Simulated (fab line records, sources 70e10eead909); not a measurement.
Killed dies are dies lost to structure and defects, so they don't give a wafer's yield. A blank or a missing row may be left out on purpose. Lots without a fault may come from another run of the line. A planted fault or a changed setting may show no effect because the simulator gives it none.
Which tool did it? | flow nand_harc | 14 lots, 42 wafers sampled, at 5 steps of a route of 1159

WHAT THE GAUGES READ, wafer by wafer
NHARC_A_ZERO_WELL_CD_MEAS_10: target cd 2000 nm.
lot  | measured     | on        | cd_nm (nm)
L601 | day 6 11:25  | cd_sem-02 | 2003.0 2006.2 2002.7
L602 | day 6 12:27  | cd_sem-02 | 2002.1 2005.4 2004.5
L604 | day 6 23:11  | cd_sem-02 | 1995.7 1996.9 1998.0
L603 | day 7 03:32  | cd_sem-03 | 2000.3 2003.1 2003.6
L606 | day 7 22:53  | cd_sem-03 | 2002.1 2005.7 2000.0
L609 | day 8 09:59  | cd_sem-01 | 2000.3 2000.6 2000.2
L610 | day 8 10:13  | cd_sem-01 | 2002.2 2002.4 2000.8
L608 | day 8 10:45  | cd_sem-02 | 2001.8 2001.7 2000.2
L617 | day 10 12:32 | cd_sem-02 | 2006.2 2004.8 2002.3
L618 | day 11 02:34 | cd_sem-03 | 2000.5 1999.1 1999.4
L619 | day 11 03:11 | cd_sem-03 | 1999.2 1997.8 2000.9
L622 | day 11 21:05 | cd_sem-03 | 2002.0 2003.1 1999.3
L623 | day 11 21:44 | cd_sem-03 | 1999.1 1998.8 1997.8
L624 | day 12 20:58 | cd_sem-01 | 2001.6 2001.7 2003.3

NHARC_A_ONON_D1_THK_MEAS_08: measures by ellipsometry.
lot  | measured     | on            | thk_nm (nm)
L601 | day 7 11:09  | film_metro-02 | 993 993 992
L602 | day 7 11:30  | film_metro-02 | 986 985 987
L604 | day 8 02:42  | film_metro-02 | 1004 1004 1003
L603 | day 8 02:41  | film_metro-01 | 979 978 978
L606 | day 9 00:15  | film_metro-01 | 1001 1001 1002
L609 | day 9 10:07  | film_metro-02 | 984 984 981
L610 | day 9 09:55  | film_metro-02 | 998 998 1001
L608 | day 9 10:16  | film_metro-02 | 997 999 1000
L617 | day 11 10:54 | film_metro-02 | 605 603 604
L618 | day 12 03:34 | film_metro-02 | 604 604 603
L619 | day 12 03:34 | film_metro-01 | 998 999 999
L622 | day 12 19:12 | film_metro-01 | 1010 1011 1012
L623 | day 12 19:11 | film_metro-01 | 1003 1002 1004
L624 | day 13 22:27 | film_metro-02 | 986 987 988

NHARC_END_SORT_01.
lot  | measured     | on        | killed_at_array | killed_at_other | killed_at_periphery | killed_dies | killed_open | killed_short
L617 | day 22 18:57 | prober-01 | 677 677 676     | 0 0 1           | 0 0 0               | 677 677 677 | 1 3 2       | 2 5 3
L618 | day 23 15:56 | prober-01 | 676 673 673     | 0 2 1           | 1 2 3               | 677 677 677 | 2 5 3       | 0 1 4

WHICH TOOL RAN EACH LOT (tool, then ch and the chambers of the sampled wafers, then the start)
lot  | NHARC_A_ZERO_WELL_ETCH_19          | NHARC_A_ONON_D1_DEP_06
L601 | rie_diel-03 ch 1,2,3, day 6 11:41  | pecvd_onon-01 ch 0, day 7 10:42
L602 | rie_diel-09 ch 1,2,3, day 6 12:41  | pecvd_onon-01 ch 0, day 7 11:03
L604 | rie_diel-03 ch 0,1,3, day 6 23:26  | pecvd_onon-02 ch 0, day 8 02:11
L603 | rie_diel-01 ch 0,1,2, day 7 03:47  | pecvd_onon-03 ch 0, day 8 02:11
L606 | rie_diel-03 ch 0,3, day 7 23:07    | pecvd_onon-01 ch 0, day 8 23:55
L609 | rie_diel-01 ch 0,1,2, day 8 10:14  | pecvd_onon-02 ch 0, day 9 09:40
L610 | rie_diel-01 ch 0,1,2, day 8 10:28  | pecvd_onon-03 ch 0, day 9 09:24
L608 | rie_diel-09 ch 1,3, day 8 11:00    | pecvd_onon-03 ch 0, day 9 09:49
L617 | rie_diel-03 ch 0,2,3, day 10 12:46 | pecvd_onon-02 ch 0, day 11 10:27
L618 | rie_diel-03 ch 1,2,3, day 11 02:49 | pecvd_onon-02 ch 0, day 12 03:04
L619 | rie_diel-03 ch 0,1,2, day 11 03:26 | pecvd_onon-01 ch 0, day 12 03:04
L622 | rie_diel-01 ch 0,1,2, day 11 21:20 | pecvd_onon-03 ch 0, day 12 18:45
L623 | rie_diel-01 ch 0,1,2, day 11 22:00 | pecvd_onon-01 ch 0, day 12 18:41
L624 | rie_diel-09 ch 0,2,3, day 12 21:12 | pecvd_onon-01 ch 0, day 13 22:02
- NHARC_A_ZERO_WELL_ETCH_19: etches the open film in N2/H2, target depth 80 nm, overetch 24 nm, time 87.88 s.
- NHARC_A_ONON_D1_DEP_06: target thk 1000 nm.

WHAT THE TOOLS THEMSELVES READ (means of the sampled wafers that have a number; where no wafer has one, the mark that the record gives instead)
NHARC_A_ZERO_WELL_ETCH_19.
lot  | tool        | drypump_motor_current_A (A) | h2_flow_sccm (sccm) | oes_product_au (a.u.) | rf_vpp_V (V) | showerhead_plenum_p_Torr (Torr) | throttle_valve_pct (%)
L601 | rie_diel-03 | 5.8                         | 149.9               | 1.000                 | 432.3        | 2.08                            | 14.176
L602 | rie_diel-09 | 6.3                         | 150.4               | 1.012                 | 434.6        | 2.17                            | 14.171
L604 | rie_diel-03 | 5.1                         | 149.8               | 0.986                 | 432.8        | 2.11                            | 14.181
L603 | rie_diel-01 | 5.7                         | 149.9               | 1.015                 | 429.8        | 2.00                            | 14.164
L606 | rie_diel-03 | 5.1                         | 150.2               | 0.976                 | 431.4        | 2.07                            | 14.174
L609 | rie_diel-01 | 5.7                         | 149.6               | 1.016                 | 428.7        | 2.00                            | 14.177
L610 | rie_diel-01 | 5.7                         | 150.0               | 1.008                 | 430.1        | 2.00                            | 14.170
L608 | rie_diel-09 | 6.2                         | 149.7               | 1.020                 | 435.7        | 2.18                            | 14.169
L617 | rie_diel-03 | 5.6                         | 150.3               | 0.987                 | 430.6        | 2.04                            | 14.175
L618 | rie_diel-03 | 5.8                         | 150.1               | 0.992                 | 432.1        | 2.08                            | 14.165
L619 | rie_diel-03 | 5.7                         | 149.9               | 0.998                 | 431.2        | 2.09                            | 14.165
L622 | rie_diel-01 | 5.7                         | 150.1               | 1.012                 | 429.0        | 2.00                            | 14.174
L623 | rie_diel-01 | 5.7                         | 149.9               | 1.014                 | 430.1        | 2.00                            | 14.164
L624 | rie_diel-09 | 6.0                         | 150.2               | 1.002                 | 433.8        | 2.16                            | 14.168

THE ANSWER, worked out from the rows above alone
Rule: what is usual is taken from the lots themselves. Put in order of their means at a reading, lots are off if they are a third of the lots or fewer, leave a main group of 4 or more, and stand apart from it by a gap of 3 or more times the standard deviation of the main group's means; of several such gaps the widest counts. A main group whose means are all the same, to the digits that the tables above print for the reading, isn't used. A lot without any number at a reading at which 4 lots or more have one is off too. The other lots that the step has rows for count as sound. The gauges are gone through in route order, then the tools' own readings, and for those a lot's mean is taken as printed above. The first step at which some lot is off is used, and at that step the reading that is off furthest; a lot without a number counts as furthest.
Off: L617, L618, at NHARC_A_ONON_D1_THK_MEAS_08 (thk_nm). The main group: mean 995 nm, standard deviation 9.4.
A tool fits if, at a process step before that reading, it ran every lot that is off, and no sound lot after the first of them. The gauges at NHARC_A_ONON_D1_THK_MEAS_08 are tried like those tools. One fits: pecvd_onon-02 at NHARC_A_ONON_D1_DEP_06. Its last sound lot is L609 (day 9 09:40), its first lot that is off L617 (day 11 10:27): a fault that began between those two fits.

WHAT THE SIMULATOR HAD PUT IN
Process parameter drift: pecvd_onon-02, from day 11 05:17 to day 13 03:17, at NHARC_A_ONON_D1_DEP_06. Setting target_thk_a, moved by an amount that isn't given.
Lots struck among those shown: L617, L618. The rule above found the same.
